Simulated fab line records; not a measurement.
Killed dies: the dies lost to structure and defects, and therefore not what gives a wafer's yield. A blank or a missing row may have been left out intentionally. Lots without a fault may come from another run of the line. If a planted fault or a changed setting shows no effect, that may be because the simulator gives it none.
Matching of chambers ; flow n5 finfet ; ald sin-03 running N5_DUMMY_GATE_ALD_02: 4 sister chambers
The step deposits SiO2, target thk 2 nm, pulse time 1 s. 8 wafers are shown with their chamber, then 8 later ones without.

## EACH WAFER AND ITS CHAMBER
wafer;chamber;heater power w (W);precursor pulse height rel
L596.3;1;501;0.990
L596.6;1;508;0.992
L603.4;3;534;1.004
L603.6;0;459;1.016
L606.1;0;445;0.988
L606.2;2;478;1.035
L606.3;3;555;0.991
L607.1;2;478;1.022

## WAFERS WITH NO CHAMBER GIVEN
wafer;heater power w (W);precursor pulse height rel
L607.4;502;1.001
L607.5;443;1.004
L610.2;480;0.972
L610.4;542;1.002
L610.6;470;0.986
L614.3;516;0.985
L614.4;544;1.009
L614.5;448;0.993

## CHAMBER TAKEN BY EACH
wafer;from the rows above;in truth
L607.4;1;1
L607.5;0;0
L610.2;can't be placed: 1 or 0 or 2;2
L610.4;3;3
L610.6;can't be placed: 0 or 2 or 1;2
L614.3;can't be placed: 1 or 3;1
L614.4;3;3
L614.5;0;0
Correct placement for 5 of the 8. Unplaceable from these rows: 3, with the true chamber sitting among the candidates in 3. Wrongly placed: 0.
How it was worked out, from the rows above alone: a wafer's distance from a chamber is the root of the sum, over the readings, of the square of ((its reading less the chamber's mean) divided by the reading's scatter). The wafer belongs to the nearest chamber; if the next one is less than 2 further off, it can't be placed. A chamber's mean is the mean of its shown wafers. The scatter: the root of (the sum of the squares of (reading less its chamber's mean) over the shown wafers, divided by (wafers less chambers)).
